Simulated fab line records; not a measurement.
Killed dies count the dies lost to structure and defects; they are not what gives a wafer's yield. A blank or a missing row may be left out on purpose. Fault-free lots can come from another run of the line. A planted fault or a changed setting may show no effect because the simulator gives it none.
Matching of chambers + flow nand harc + 3 sister chambers for NHARC_A_CONTACT_DEP_29 on pecvd-02
The step deposits SiON, target thk 100 nm. 3 wafers are shown with their chamber, then 7 later ones without.

## WAFERS WITH THEIR CHAMBER
| wafer  | chamber | heater power w (W) |
|--------|---------|--------------------|
| L821.2 | 2       | 737                |
| L828.2 | 1       | 772                |
| L836.5 | 0       | 828                |

## WAFERS MISSING THEIR CHAMBER
| wafer  | heater power w (W) |
|--------|--------------------|
| L836.6 | 777                |
| L842.1 | 709                |
| L842.4 | 760                |
| L842.5 | 720                |
| L844.2 | 844                |
| L844.4 | 754                |
| L844.5 | 825                |

## WHICH CHAMBER EACH ONE RAN IN
| wafer  | from the rows above     | in truth                   |
|--------|-------------------------|----------------------------|
| L836.6 | 1                       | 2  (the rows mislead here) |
| L842.1 | 2                       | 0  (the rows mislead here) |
| L842.4 | can't be placed: 1 or 2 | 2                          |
| L842.5 | 2                       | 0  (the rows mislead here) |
| L844.2 | 0                       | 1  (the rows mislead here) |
| L844.4 | can't be placed: 2 or 1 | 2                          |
| L844.5 | 0                       | 0                          |
Correct placement for 1 of the 7. Can't be placed from these rows: 2 (the true chamber is among the candidates in 2). Placed wrongly: 4.
How it was worked out, from the rows above alone: a wafer's distance from a chamber is the root of the sum, over the readings, of the square of ((its reading less the chamber's mean) divided by the reading's scatter). The wafer belongs to the nearest chamber; if the next one is less than 2 further off, it can't be placed. For every chamber, the mean is computed from those of its wafers that are shown. The scatter: root of mean squared gap, hidden wafer to nearest shown wafer, with one shown wafer a chamber.
